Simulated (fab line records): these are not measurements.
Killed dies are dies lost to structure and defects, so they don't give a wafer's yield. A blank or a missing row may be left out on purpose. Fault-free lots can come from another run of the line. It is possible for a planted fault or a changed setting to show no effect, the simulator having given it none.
Split-lot trial | flow n5Finfet | 21 wafers read across 7 lots, on a route 1938 steps long

## SPLIT DETAILS
At N5_SPACER0_ALD_00 (deposits SiOCN, target thk 3.5 nm, pulse time 3 s, purge time 2 s), the setting aldCycles was moved away from the recipe's 58 on 5 of the 21 wafers read, by -13.8% to +12.1%. For the rest of the wafers, this setting stayed at what the recipe calls for.

Reading taken at the split's own step.

## THE READING
SiOCN_of_SPACER0_ALD_00.thkNm (the simulator's own value, which no gauge read), in nm, at N5_SPACER0_ALD_00 (deposits SiOCN, target thk 3.5 nm, pulse time 3 s, purge time 2 s). There is no usual value for it anywhere in the file. The 16 wafers here that ran the recipe average 3.5 nm, standard deviation 0.093 nm.

wafer  | tool, chamber at the split | aldCycles as run | against the recipe | SiOCN_of_SPACER0_ALD_00.thkNm, nm | against lot-mates on the recipe
L075.1 | aldSin-03, 2,1             | 58               | recipe             | 3.4                               | -
L075.6 | aldSin-03, 2,1             | 58               | recipe             | 3.4                               | -
L075.5 | aldSin-03, 0               | 65               | +12.1%             | 4                                 | +0.6
L083.2 | aldSin-03, 0,3,2           | 58               | recipe             | 3.4                               | -
L083.5 | aldSin-03, 0,3,2           | 58               | recipe             | 3.4                               | -
L083.6 | aldSin-03, 0,3,2           | 58               | recipe             | 3.4                               | -
L086.2 | aldSin-01, 1               | 62               | +6.9%              | 3.8                               | +0.3
L086.3 | aldSin-01, 2               | 58               | recipe             | 3.6                               | -
L086.4 | aldSin-01, 0               | 58               | recipe             | 3.4                               | -
L087.1 | aldSin-01, 0,1             | 58               | recipe             | 3.6                               | -
L087.6 | aldSin-01, 0,1             | 58               | recipe             | 3.6                               | -
L087.4 | aldSin-01, 1               | 58               | recipe             | 3.4                               | -
L090.1 | aldSin-04, 1,3             | 65               | +12.1%             | 4                                 | +0.4
L090.5 | aldSin-04, 1,3             | 65               | +12.1%             | 4                                 | +0.4
L090.4 | aldSin-04, 2               | 58               | recipe             | 3.6                               | -
L091.2 | aldSin-04, 0,3             | 58               | recipe             | 3.4                               | -
L091.4 | aldSin-04, 0,3             | 58               | recipe             | 3.4                               | -
L091.6 | aldSin-04, 0               | 58               | recipe             | 3.6                               | -
L095.1 | aldSin-04, 0               | 50               | -13.8%             | 3                                 | -0.4
L095.2 | aldSin-04, 3,1             | 58               | recipe             | 3.4                               | -
L095.3 | aldSin-04, 3,1             | 58               | recipe             | 3.4                               | -
When a row names more than one chamber, that row covers several wafers, and the file does not tell which wafer ran in which chamber.

THE FIT
A straight line over all 21 wafers: SiOCN_of_SPACER0_ALD_00.thkNm changes by +0.0412 nm for each +1% of aldCycles; r = +0.94; the points scatter about the line by 0.09 nm.
The same after taking each lot's own level away (the mean of its wafers on the recipe; 21 wafers): +0.0358 nm for each +1%; r = +0.94; scatter 0.077 nm.
The reading moves by 0.49 nm for the largest change in aldCycles, on that fit.
Measured against the standard deviation above, the lots' own levels, which go from 3.40 to 3.60 nm, span 2.2 times it.
So the slope is not independent of the lot-to-lot level: the two fits are not the same.
Check: for one of the wafers moved furthest among these (-13.8%), held out of the fit, the line's prediction against its lot-mates is -0.538 nm. It came out at -0.4 nm against them.

## OTHER SPLITS ON THESE WAFERS
These wafers also went through other splits before the reading. Each is held against what the fit with the lots' levels taken away leaves over:
other split on the same wafers          | wafers away from the commonest value | r with SiOCN_of_SPACER0_ALD_00.thkNm (lot level and that fit taken away)
N5_ZERO_LAYER_EXPOSE_08 doseMj          | 9                                    | -0.05
N5_ZERO_LAYER_DEVELOP_10 developTimeS   | 6                                    | +0.22
N5_PMOS_HMC_CHANNEL_EPI_PEB_07 pebTempC | 7                                    | +0.18
N5_PMOS_HMC_CHANNEL_EPI_ETCH_32 biasW   | 6                                    | -0.07
N5_FIN_SAQP_EXPOSE_13 doseMj            | 6                                    | +0.12
N5_FIN_CUT_EXPOSE_05 doseMj             | 8                                    | -0.18

## FILE'S OWN FIT
SiOCN_of_SPACER0_ALD_00.thkNm changes by +0.0371 nm for each +1% of aldCycles, r = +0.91.
